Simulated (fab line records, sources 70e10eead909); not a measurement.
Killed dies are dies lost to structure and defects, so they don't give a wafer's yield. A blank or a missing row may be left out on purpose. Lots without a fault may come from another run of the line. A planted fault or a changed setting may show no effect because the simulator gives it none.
A struck lot beside a sound one | flow nand_harc | 14 steps out of a route of 1159
Sound: wafers L659.2, L659.4, L659.5. Struck: wafer L664.5. (L664.2, L664.3 of the same lot were not struck and are left out.) The cause comes at the end.
At each step with rows: each side's tool, then ch and its chambers, then its first start. Under that, the readings that differ: sound wafers | struck wafers | difference of the means | sigmas: that difference in standard deviations of wafers without a fault.
alike: readings whose means differ by less than 2 such deviations, and words and numbers that are the same on both sides. not compared: withheld readings, readings that some wafer has no value for, bounds like >300 that may hide the same value, and numbers for which the record gives no deviation and whose values overlap.
The two part at a step that has a row with sigmas, a row that says differs or no value, or rows on one side only. Numbers that don't overlap but have no deviation are shown without sigmas and don't part them. A reading that every wafer of one side lacks parts them only if that side has two wafers or more.

first, 8 steps without rows for these wafers: NHARC_P_M0_HMDS_02 (time 30 s); NHARC_P_M0_COAT_33 (time 65 s); NHARC_P_M0_COAT_03 (resist thk 90 nm); NHARC_P_M0_SOFTBAKE_04 (time 55 s); NHARC_P_M0_EBR_05; NHARC_P_M0_EXPOSE_06 (exposes mask P M0, target cd 90 nm); NHARC_P_M0_PEB_07 (peb time 65 s); NHARC_P_M0_DEVELOP_08 (develop time 35 s).
NHARC_P_M0_CD_MEAS_09: target cd 90 nm.
  sound on cd_sem-01 ch 0, day 5 23:16; struck on cd_sem-01 ch 0, day 7 02:29
  alike: cd_nm
NHARC_P_M0_OVL_MEAS_10: pitch 180 nm.
  sound on overlay-01, day 5 23:21; struck on overlay-02, day 7 02:34
  alike: overlay_x_nm, overlay_y_nm
NHARC_P_M0_INSPECT_11:
  sound on defect_inspect-01, day 5 23:23; struck on defect_inspect-01, day 7 02:36
  alike: raw_defect_count
NHARC_P_M0_DESCUM_14: chemistry O2, time 3 s.
  sound on rie_diel-02 ch 0,2,3, day 5 23:27; struck on rie_diel-02 ch 3, day 7 02:40
  alike: drypump_motor_current_A, oes_product_au, rf_vpp_V, showerhead_plenum_p_Torr, throttle_valve_pct
  not compared: rf_hours_counter_h
NHARC_P_M0_ETCH_34: etches the open film in N2/H2, target depth 40 nm, overetch 12 nm, time 43.94 s.
  sound on rie_diel-02 ch 0,2,3, day 5 23:32; struck on rie_diel-02 ch 1, day 7 02:45
  reading          | sound          | struck | difference | sigmas
  rf_vpp_V (V)     | 434 429 433    | 425    | -7         | -2
  run_length_s (s) | 66.3 65.6 65.5 | 55.1   | -10.7      | -25
  alike: drypump_motor_current_A, oes_product_au, showerhead_plenum_p_Torr, throttle_valve_pct
  not compared: rf_hours_counter_h
NHARC_P_M0_ETCH_15: etches the open film in C4F8/Ar, target depth 150 nm, overetch 15 nm, time 82.5 s.
  sound on rie_diel-02 ch 1,2; struck on rie_diel-02 ch 1
  alike: oes_product_au, rf_vpp_V, run_length_s
  not compared: rf_hours_counter_h

WHERE THEY PART
Only at NHARC_P_M0_ETCH_34, within this record. Later steps at which nothing parts them and some readings are alike: NHARC_P_M0_ETCH_15.

WHY: what the simulator had put in
Process parameter drift: rie_diel-02, from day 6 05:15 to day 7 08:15, at NHARC_P_M0_ETCH_34. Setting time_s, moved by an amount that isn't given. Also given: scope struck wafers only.
